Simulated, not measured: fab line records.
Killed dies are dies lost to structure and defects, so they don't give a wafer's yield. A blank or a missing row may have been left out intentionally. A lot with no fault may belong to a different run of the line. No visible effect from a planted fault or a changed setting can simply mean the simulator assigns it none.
Chamber matching ; flow n5_finfet ; N5_BEOL_M9_CURE_72 on uv_cure-01: 3 sister chambers
The step cures SiCOH lowk, time 120 s. 3 wafers are shown with their chamber, then 10 later ones without.

## WAFERS PAIRED WITH THEIR CHAMBERS
wafer;chamber;wafer_temp_C_max
L079.5;2;371.6
L080.4;1;371.8
L083.2;0;372.4

## WAFERS WITHOUT THEIR CHAMBER
wafer;wafer_temp_C_max
L083.4;372.2
L086.2;372.7
L086.3;373.0
L086.4;372.7
L087.2;371.9
L087.4;371.8
L087.6;372.0
L090.1;372.2
L090.3;373.4
L090.5;372.6

## CHAMBER TAKEN BY EACH
wafer;from the rows above;in truth
L083.4;can't be placed: 0 or 1 or 2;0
L086.2;can't be placed: 0 or 1 or 2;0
L086.3;can't be placed: 0 or 1 or 2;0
L086.4;can't be placed: 0 or 1 or 2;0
L087.2;can't be placed: 1 or 2 or 0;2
L087.4;can't be placed: 1 or 2 or 0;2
L087.6;can't be placed: 1 or 0 or 2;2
L090.1;can't be placed: 0 or 1 or 2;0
L090.3;can't be placed: 0 or 1 or 2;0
L090.5;can't be placed: 0 or 1 or 2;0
0 of 10 placed correctly. These rows do not allow placing 10 (true chamber among the candidates in 10). Placed wrongly: 0.
How it was worked out, from the rows above alone: a wafer's distance from a chamber is the root of the sum, over the readings, of the square of ((its reading less the chamber's mean) divided by the reading's scatter). If the next closest chamber is less than 2 further off than the closest, the wafer can't be placed; otherwise it belongs to the closest. A chamber's mean is the mean of its shown wafers. The scatter: with one shown wafer a chamber, the root of the mean of the squares of how far each hidden wafer lies from its nearest shown one.
